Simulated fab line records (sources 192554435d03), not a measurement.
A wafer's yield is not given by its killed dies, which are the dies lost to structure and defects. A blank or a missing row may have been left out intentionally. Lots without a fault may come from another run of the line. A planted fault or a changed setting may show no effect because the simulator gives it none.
fab line records	flow n5Finfet
record lots=9	wafers=27	lastDay=18
route steps=1938 shown HKMG_FIN@420 BEOL_M4@1111 PASSIVATION@1936
lots that met no fault: from a run of the same line without faults
startH: the number of hours between the record's first day and the start of the first shown wafer of the lot	waitH: how many hours have passed since the lot's step before this one	" same as the row above	L1.1+2: a row that stands for several wafers	- no value present, or no start provided	* or withheld: withheld	< > ~ a bound
route shown NAME@n: a module of which the file shows steps, and the number in the route of the first	usual: mean/standard deviation of fault-free wafers	same: alike in all rows	chamber/n: place in a boat	sites: the reading at each site	_std_site: standard deviation across them	_edge_site: mean of outer sites minus mean of inner sites	radiusMm: how far each site lies from the wafer's centre	mask NAME#n: copy n	behind: the most recent tool/chamber to have shaped the wafer	hold: the reason the lot was held/the length of the hold in hours/how it ended	device: names the non-switching transistor (n, p or np)	end of line: the route-end tests of the same wafers	a step with no rows: only its recipe	killed: the dies lost at the first sort to structure and to defects; this is not the yield of the wafer	map: dies across one wafer; x = killed, . = not, _ = none there
set.NAME: setting as actually run; set.NAME@STEP: the setting as run at that earlier step	model.NAME: the simulator's own value behind a step, which no gauge read
steps of the route over a sample of lots; a table a step, a row a wafer
services: a tool's chamber out of use, with start hour (startH, from the record's first day; less than 0 if before it), hours out, and reason
## steps
# step N5_HKMG_FIN_THK_MEAS_70
# recipe thkMeasGauge=xrf	reads=HfO2_of_HKMG_FIN_HK_ALD_01
# usual HK_THK=1.589/0.02
lot.wafer	tool	chamber	startH	waitH	HK_THK[nm]
L208.1	filmMetro-01	-	74.95	0.2	1.579
L208.4	"	-	"	"	1.580
L208.5	"	-	"	"	1.543
L209.2	filmMetro-01	-	79.31	0.2	1.586
L209.4	"	-	"	"	1.569
L209.6	"	-	"	"	1.583
L211.1	filmMetro-02	-	92.46	0.2	1.573
L211.2	"	-	"	"	1.640
L211.5	"	-	"	"	1.622
L218.2	filmMetro-01	-	138.49	0.2	1.613
L218.4	"	-	"	"	1.613
L218.5	"	-	"	"	1.594
L219.1	filmMetro-02	-	143.24	0.2	1.600
L219.3	"	-	"	"	1.590
L219.5	"	-	"	"	1.600
L222.1	filmMetro-02	-	162.11	0.2	1.597
L222.4	"	-	"	"	1.551
L222.6	"	-	"	"	1.591
L225.2	filmMetro-02	-	177.53	0.2	1.623
L225.5	"	-	"	"	1.615
L225.6	"	-	"	"	1.596
L230.1	filmMetro-01	-	215.52	0.2	1.589
L230.4	"	-	"	"	1.576
L230.5	"	-	"	"	1.598
L231.1	filmMetro-02	-	218.99	0.2	1.602
L231.3	"	-	"	"	1.585
L231.5	"	-	"	"	1.608
# step N5_HKMG_FIN_NWFM_ALD_20
# recipe material=TiAlC	targetThkA=20	tempC=300	aldPrecursorFamily=TiCl4	aldCoReactant=TEA	pulseTimeS=3	purgeTimeS=2	coReactantPurgeTimeS=2	coReactantPulseTimeS=10	aldCycles=7	pressureTorr=3
# usual aldCycles=7/0	chamberPressureTorr=3.000/0.0073	heaterPowerW=479/39	precursorPulseHeightRel=1.000/0.021
lot.wafer	tool	chamber	startH	waitH	aldCycles	chamberPressureTorr	heaterPowerW	precursorPulseHeightRel
L208.1	aldMetal-02	0	77.91	0.3	7	3.002	410	1.012
L208.4	"	3	"	"	7	2.994	415	0.975
L208.5	"	2	"	"	7	2.994	499	0.985
L209.2	aldMetal-04	0	82.10	0.3	7	2.993	488	0.996
L209.4	"	1	"	"	7	2.997	487	0.999
L209.6	"	1	"	"	7	3.003	489	1.006
L211.1	aldMetal-02	3	95.65	0.3	7	2.994	439	1.017
L211.2	"	0	"	"	7	3.009	420	0.972
L211.5	"	2	"	"	7	2.993	511	0.997
L218.2	aldMetal-02	0	141.69	0.3	7	3.007	399	1.005
L218.4	"	1	"	"	6	3.001	531	0.991
L218.5	"	3	"	"	6	2.985	422	0.967
L219.1	aldMetal-02	0	146.33	0.3	7	3.002	404	0.990
L219.3	"	3	"	"	7	3.011	420	0.960
L219.5	"	1	"	"	6	3.001	529	1.020
L222.1	aldMetal-03	3	165.02	0.3	7	2.996	435	0.969
L222.4	"	2	"	"	7	2.998	482	1.001
L222.6	"	2	"	"	7	3.003	479	1.041
L225.2	aldMetal-03	0	180.58	0.3	7	2.996	506	1.001
L225.5	"	2	"	"	7	3.011	475	1.030
L225.6	"	3	"	"	7	2.998	422	1.037
L230.1	aldMetal-04	3	218.47	0.3	7	2.999	498	0.993
L230.4	"	0	"	"	7	2.987	494	0.992
L230.5	"	2	"	"	7	2.995	497	1.018
L231.1	aldMetal-02	0	221.79	0.3	7	2.993	415	0.972
L231.3	"	2	"	"	7	2.995	503	1.005
L231.5	"	1	"	"	7	3.002	520	0.989
# step N5_HKMG_FIN_ETCHBACK_68
# recipe chemistry=Cl2/Ar	stopOn=HfO2	targetDepthA=5	pressureMtorr=10	icpW=600	biasW=60	Cl2_flow_sccm=40	Ar_flow_sccm=60
# usual drypumpMotorCurrentA=5.9/0.31	oesProductAu=0.76/0.11	throttleValvePct=20.70/0.11
lot.wafer	tool	chamber	startH	waitH	drypumpMotorCurrentA	oesProductAu	rfHoursCounterH	throttleValvePct
L208.1	rieMetal-02	1	78.57	0.0	6.2	0.58	144	20.76
L208.4	"	1	"	"	6.2	0.58	-	20.78
L208.5	"	1	"	"	6.2	0.58	-	20.76
L209.2	rieMetal-02	1	82.77	0.0	6.2	0.59	144	20.76
L209.4	"	1	"	"	6.2	0.59	-	20.73
L209.6	"	1	"	"	6.2	0.59	-	20.75
L211.1	rieMetal-03	0	96.31	0.0	6.1	0.66	94	20.65
L211.2	"	1	"	"	5.8	0.80	30	20.62
L211.5	"	1	"	"	5.8	0.80	-	20.61
L218.2	rieMetal-02	1	142.34	0.0	6.2	0.94	2	20.45
L218.4	"	0	"	"	6.2	0.81	-	20.74
L218.5	"	1	"	"	6.2	0.94	-	20.46
L219.1	rieMetal-03	1	146.99	0.0	5.8	0.78	36	20.65
L219.3	"	1	"	"	5.8	0.78	-	20.63
L219.5	"	1	"	"	5.8	0.78	-	20.63
L222.1	rieMetal-03	0	165.68	0.0	6.1	0.65	99	20.66
L222.4	"	1	"	"	5.8	0.78	-	20.64
L222.6	"	0	"	"	6.1	0.65	-	20.68
L225.2	rieMetal-02	1	181.32	0.0	6.2	0.92	5	20.47
L225.5	"	1	"	"	6.2	0.91	-	20.49
L225.6	"	0	"	"	6.2	0.80	-	20.74
L230.1	rieMetal-03	0	219.30	0.0	6.1	0.64	105	20.69
L230.4	"	1	"	"	5.8	0.77	-	20.65
L230.5	"	1	"	"	5.8	0.72	-	20.72
L231.1	rieMetal-03	1	222.45	0.0	5.8	0.64	43	20.86
L231.3	"	0	"	"	6.1	0.64	-	20.68
L231.5	"	0	"	"	6.1	0.64	-	20.68
# step N5_HKMG_FIN_W_FILL_22
# recipe material=W	targetThkA=600	tempC=400	pressureTorr=39.4	timeS=18.2
# usual chamberPressureTorr=39.39/0.088	heaterPowerW=945/140	throttleValvePct=20.3/1.6
lot.wafer	tool	chamber	startH	waitH	chamberPressureTorr	heaterPowerW	throttleValvePct
L208.1	cvdW-01	1	79.52	0.0	39.38	1111	20.5
L208.4	"	0	"	"	39.46	970	22.1
L208.5	"	0	"	"	39.39	1013	21.9
L209.2	cvdW-01	0	83.71	0.0	39.44	964	22.3
L209.4	"	0	"	"	39.40	979	22.3
L209.6	"	0	"	"	39.50	962	22.2
L211.1	cvdW-01	1	97.26	0.0	39.39	1122	20.4
L211.2	"	0	"	"	39.26	1000	22.1
L211.5	"	1	"	"	39.35	1139	20.6
L218.2	cvdW-02	0	143.29	0.0	39.54	745	18.1
L218.4	"	0	"	"	39.35	733	18.8
L218.5	"	1	"	"	39.34	901	18.7
L219.1	cvdW-02	0	148.06	0.0	39.39	733	18.6
L219.3	"	1	"	"	39.55	892	18.8
L219.5	"	0	"	"	39.36	742	18.1
L222.1	cvdW-02	1	166.63	0.0	39.60	890	18.8
L222.4	"	1	"	"	39.41	919	19.2
L222.6	"	1	"	"	39.40	886	18.9
L225.2	cvdW-01	0	182.26	0.0	39.27	988	22.5
L225.5	"	0	"	"	39.30	975	22.6
L225.6	"	1	"	"	39.43	1126	20.7
L230.1	cvdW-01	0	220.25	0.0	39.41	998	23.1
L230.4	"	0	"	"	39.59	985	22.8
L230.5	"	1	"	"	39.43	1133	20.8
L231.1	cvdW-02	1	223.40	0.0	39.32	922	19.1
L231.3	"	0	"	"	39.47	742	18.7
L231.5	"	0	"	"	39.56	747	18.7
# step N5_BEOL_M4_RC_MEAS_101
# usual DIBL_N=35.7/1.3	DIBL_P=35.4/1.8	IOFF_N=0.152/0.027	IOFF_N_85C=3.0/0.44	IOFF_N_LIN=0.071/0.01	IOFF_N_LONG=5.5e-05/3.5e-06	IOFF_P=0.20/0.034	IOFF_P_LONG=0.000104/1e-05	ION_N=672/9.8	ION_P=461/7.5	SS_N=71.4/0.55	SS_P=73.1/0.61	VT_N=251/3.3	VT_N_LONG=275.3/2.4	VT_N_LVT=100/3.2	VT_P=-251/3.6
lot.wafer	tool	chamber	startH	waitH	DIBL_N[mV/V]	DIBL_P[mV/V]	IOFF_N[nA/um]	IOFF_N_85C[nA/um]	IOFF_N_LIN[nA/um]	IOFF_N_LONG[nA/um]	IOFF_P[nA/um]	IOFF_P_LONG[nA/um]	ION_N[uA/um]	ION_P[uA/um]	SS_N[mV/dec]	SS_P[mV/dec]	VT_N[mV]	VT_N_LONG[mV]	VT_N_LVT[mV]	VT_P[mV]
L208.1	prober-02	0	162.74	0.0	37.2	39.2	0.199	3.8	0.090	5.8e-05	0.27	0.000114	681	469	72.2	74.2	247	274.4	94	-244
L208.4	"	0	"	"	35.0	38.2	0.160	3.1	0.077	5.8e-05	0.24	0.000114	672	465	71.1	73.9	248	272.4	97	-246
L208.5	"	0	"	"	35.2	36.6	0.161	3.1	0.078	5.8e-05	0.22	0.00011	684	467	71.0	73.7	248	272.4	96	-247
L209.2	prober-01	0	167.97	0.2	34.0	32.5	0.114	2.3	0.056	5.5e-05	0.16	0.000107	661	457	70.3	72.7	255	275.8	104	-255
L209.4	"	0	"	"	35.2	34.1	0.133	2.6	0.064	5.5e-05	0.18	0.000108	670	464	70.6	73.5	253	274.0	101	-251
L209.6	"	0	"	"	34.4	34.2	0.126	2.5	0.061	5.3e-05	0.18	0.000107	659	452	71.3	73.0	255	272.8	102	-250
L211.1	prober-02	0	181.19	0.0	34.3	36.0	0.149	3.0	0.069	5.5e-05	0.18	9.8e-05	676	457	70.9	72.8	252	275.8	99	-255
L211.2	"	0	"	"	34.6	34.9	0.144	2.9	0.066	5.5e-05	0.17	9.4e-05	664	455	71.6	72.0	254	275.1	100	-253
L211.5	"	0	"	"	33.5	35.0	0.146	2.9	0.068	5.5e-05	0.17	9.6e-05	670	459	70.7	73.0	251	272.8	98	-252
L218.2	prober-02	0	227.33	0.2	37.7	38.4	0.186	3.5	0.084	5.5e-05	0.26	0.000114	680	466	72.5	74.4	250	272.6	95	-245
L218.4	"	0	"	"	35.7	35.6	0.067	1.5	0.031	3.6e-05	0.27	0.000137	613	471	71.3	73.1	273	296.7	122	-242
L218.5	"	0	"	"	34.8	34.8	0.063	1.4	0.030	3.5e-05	0.26	0.000137	627	474	70.7	73.3	272	297.7	120	-242
L219.1	prober-02	0	236.93	0.0	37.6	35.4	0.182	3.5	0.084	6.6e-05	0.22	0.000126	679	466	71.1	72.9	245	268.8	95	-248
L219.3	"	0	"	"	37.1	35.1	0.195	3.7	0.089	6.6e-05	0.23	0.000119	686	469	70.6	73.9	244	269.2	94	-245
L219.5	"	0	"	"	36.1	34.5	0.076	1.7	0.036	4e-05	0.26	0.000153	634	477	70.3	73.2	266	293.0	118	-242
L222.1	prober-01	0	260.59	0.0	36.5	35.6	0.155	3.0	0.068	5.7e-05	0.21	0.000108	667	460	71.5	73.4	252	272.9	102	-252
L222.4	"	0	"	"	36.3	37.1	0.163	3.2	0.075	5.6e-05	0.23	0.000106	668	465	71.2	72.8	250	277.1	100	-247
L222.6	"	0	"	"	35.8	35.7	0.149	3.0	0.069	5.7e-05	0.20	0.000104	663	460	71.9	72.5	250	273.6	101	-248
L225.2	prober-01	0	279.11	0.2	34.7	33.2	0.143	2.8	0.066	5.6e-05	0.19	0.00011	674	463	72.2	73.0	252	273.9	100	-249
L225.5	"	0	"	"	33.4	31.7	0.122	2.5	0.059	5.7e-05	0.17	0.000112	666	462	71.8	73.3	254	275.9	103	-251
L225.6	"	0	"	"	35.4	35.0	0.164	3.1	0.075	5.6e-05	0.21	0.00011	676	469	72.1	73.5	252	273.2	99	-249
L230.1	prober-01	0	308.16	0.0	34.3	34.6	0.123	2.5	0.060	5.2e-05	0.18	0.000101	663	458	71.2	72.0	253	276.1	104	-252
L230.4	"	0	"	"	36.4	36.6	0.150	2.9	0.070	5.2e-05	0.20	0.000105	673	464	71.5	73.5	250	272.7	101	-250
L230.5	"	0	"	"	35.3	35.2	0.124	2.5	0.059	5.2e-05	0.17	9.7e-05	667	456	71.2	72.7	253	276.6	103	-251
L231.1	prober-02	0	318.48	0.0	34.8	33.5	0.121	2.5	0.058	5.4e-05	0.19	0.000106	674	459	70.5	73.0	254	278.0	103	-252
L231.3	"	0	"	"	33.8	32.4	0.104	2.2	0.051	5.3e-05	0.17	0.000109	653	457	70.8	72.3	259	274.5	105	-253
L231.5	"	0	"	"	35.4	34.7	0.132	2.7	0.063	5.3e-05	0.20	0.000109	668	467	71.3	73.0	252	277.6	103	-249
# step N5_PASSIVATION_PROBE_49
# usual defectLimitedYield=91.5/1.3	killed_at_M0_to_M3=33/11	killed_at_M4_up=14/5.3	killedAtContacts=11/6.3	killedAtFrontEnd=38/10	killedAtOther=3.7/2.8	killedDies=101/16	killedOpen=67/12	killedShort=32/7.4	sort_bin_5_function=5.0/0.86	sort_bin_6_memory=3.2/0.69	sort_bin_8_speed=0.00/0.007	sortNPass=1079/16	sortYieldPct=91.5/1.3
# same grossDies=1180	killedAtBackSide=0	sort_bin_4_leakage[%]=0
lot.wafer	tool	chamber	startH	waitH	defectLimitedYield[%]	killed_at_M0_to_M3	killed_at_M4_up	killedAtContacts	killedAtFrontEnd	killedAtOther	killedDies	killedOpen	killedShort	sort_bin_5_function[%]	sort_bin_6_memory[%]	sort_bin_8_speed[%]	sortNPass	sortYieldPct[%]
L218.2	prober-02	-	333.15	0.1	90.9	22	11	12	61	1	107	73	33	4.8	4.0	0	1073	90.9
L218.4	prober-02	-	333.25	0.2	92.2	29	15	8	34	6	92	69	19	4.8	2.9	62.03	356	30.2
L218.5	prober-02	-	333.30	0.2	90.8	25	21	11	46	5	108	77	28	5.3	3.5	57.54	393	33.3
L219.1	prober-02	-	338.59	0.0	94.8	15	16	5	25	0	61	39	21	2.5	2.2	0	1119	94.8
L219.3	prober-02	-	338.69	0.1	92.8	22	5	15	39	4	85	46	37	4.2	2.6	0	1095	92.8
L219.5	prober-02	-	338.79	0.2	94.0	15	10	9	32	5	71	47	24	2.8	2.8	13.90	945	80.1
# killed by level:class
L218.2 STI_FIN_REVEAL:geometricParticle:open=26 FIN_SAQP:geometricParticle:open=9 MOL_CONTACT_COAG:geometricParticle:open=8 STI_FIN_REVEAL:geometricParticle:short=6 GATE_CUT:geometricParticle:short=6 BEOL_M2:geometricParticle:open=6 BEOL_M7:geometricParticle:open=4 FIN_SAQP:geometricParticle:short=3
L218.4 STI_FIN_REVEAL:geometricParticle:open=14 BEOL_M2:geometricParticle:open=10 MOL_CONTACT_COAG:geometricParticle:open=7 BEOL_M4:geometricParticle:open=7 BEOL_M3:geometricParticle:open=4 GATE_CUT:geometricParticle:open=3 BEOL_M0_SAQP:geometricParticle:short=3 BEOL_M0_SAQP:geometricParticle:open=3
L218.5 BEOL_M4:geometricParticle:open=14 STI_FIN_REVEAL:geometricParticle:open=11 BEOL_M3:geometricParticle:open=9 MOL_CONTACT_COAG:geometricParticle:open=8 DUMMY_GATE:geometricParticle:open=6 FIN_SAQP:geometricParticle:short=5 GATE_CUT:geometricParticle:short=4 BEOL_M2:geometricParticle:open=4
L219.1 STI_FIN_REVEAL:geometricParticle:open=5 BEOL_M4:geometricParticle:open=5 STARTING-WAFER:geometricParticle:open=5 FIN_SAQP:geometricParticle:open=4 BEOL_M1:geometricParticle:open=4 BEOL_M4:geometricParticle:short=4 MOL_CONTACT_COAG:geometricParticle:open=3 ILD0:geometricParticle:short=2
L219.3 FIN_SAQP:geometricParticle:short=10 STI_FIN_REVEAL:geometricParticle:open=9 MOL_CONTACT_COAG:geometricParticle:short=8 MOL_CONTACT_COAG:geometricParticle:open=7 FIN_SAQP:geometricParticle:open=6 BEOL_M0_SAQP:geometricParticle:open=4 BEOL_M0_SAQP:geometricParticle:short=4 BEOL_M3:geometricParticle:open=4
L219.5 FIN_SAQP:geometricParticle:short=6 STI_FIN_REVEAL:geometricParticle:open=6 MOL_CONTACT_COAG:geometricParticle:open=5 FIN_SAQP:geometricParticle:open=4 MOL_CONTACT_COAG:geometricParticle:short=4 GATE_CUT:geometricParticle:open=4 BEOL_M0_SAQP:geometricParticle:open=4 BEOL_M4:geometricParticle:open=4
## services
tool	chamber	startH	hours	kind
cvdW-01	-	58.40	1.7	repair
cvdW-02	1	84.56	9.8	repair
aldMetal-03	-	93.43	5.8	repair
rieMetal-02	1	97.22	-	clean
rieMetal-02	1	97.22	24.0	scheduledDown
rieMetal-02	1	97.22	24.0	ventCycle
rieMetal-03	0	129.62	17.6	repair
cvdW-01	-	165.86	2.4	repair
aldMetal-03	3	188.01	4.7	repair
aldMetal-02	-	211.10	0.3	repair
aldMetal-02	3	220.56	8.6	repair
rieMetal-03	-	220.80	1.4	pm
## key
firstSign step=N5_HKMG_FIN_NWFM_ALD_20	reading=aldCycles	direction=down	sigmas=99+	usual=*	struck=*
effect step=N5_BEOL_M4_RC_MEAS_101	reading=VT_N_LONG	direction=up	sigmas=8.7	usual=275.3	struck=295.8
effect step=N5_BEOL_M4_RC_MEAS_101	reading=VT_N_LVT	direction=up	sigmas=6.1	usual=100	struck=120
effect step=N5_BEOL_M4_RC_MEAS_101	reading=VT_N	direction=up	sigmas=5.9	usual=251	struck=270
effect step=N5_BEOL_M4_RC_MEAS_101	reading=IOFF_N_LONG	direction=down	sigmas=5.1	usual=5.5e-05	struck=3.7e-05
effect step=N5_BEOL_M4_RC_MEAS_101	reading=ION_N	direction=down	sigmas=4.9	usual=672	struck=625
effect step=N5_BEOL_M4_RC_MEAS_101	reading=IOFF_P_LONG	direction=up	sigmas=3.8	usual=0.000104	struck=0.000142
effect step=N5_BEOL_M4_RC_MEAS_101	reading=IOFF_N_LIN	direction=down	sigmas=3.7	usual=0.071	struck=0.032
effect step=N5_BEOL_M4_RC_MEAS_101	reading=IOFF_N_85C	direction=down	sigmas=3.3	usual=3.0	struck=1.5
effect step=N5_BEOL_M4_RC_MEAS_101	reading=IOFF_N	direction=down	sigmas=3.1	usual=0.152	struck=0.069
effect step=N5_BEOL_M4_RC_MEAS_101	reading=VT_P	direction=up	sigmas=2.3	usual=-251	struck=-242
effect step=N5_PASSIVATION_PROBE_49	reading=sort_bin_8_speed	direction=up	sigmas=99+	usual=0.00	struck=44.49
metAt N5_HKMG_FIN_NWFM_ALD_20
struckLots L218,L219
struckWafers L218.4,L218.5,L219.5
notActingAt N5_HKMG_FIN_THK_MEAS_70,N5_HKMG_FIN_ETCHBACK_68,N5_HKMG_FIN_W_FILL_22
onsetBetween 95.65 141.69
fault kind=processParameterDrift	tool=aldMetal-02	chamber=-	onsetH=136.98	steps=N5_HKMG_FIN_NWFM_ALD_20	channel=aldCycles	offset=*	shape=step	endH=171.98	scope=struckWafersOnly	actsIn=*	stated=*
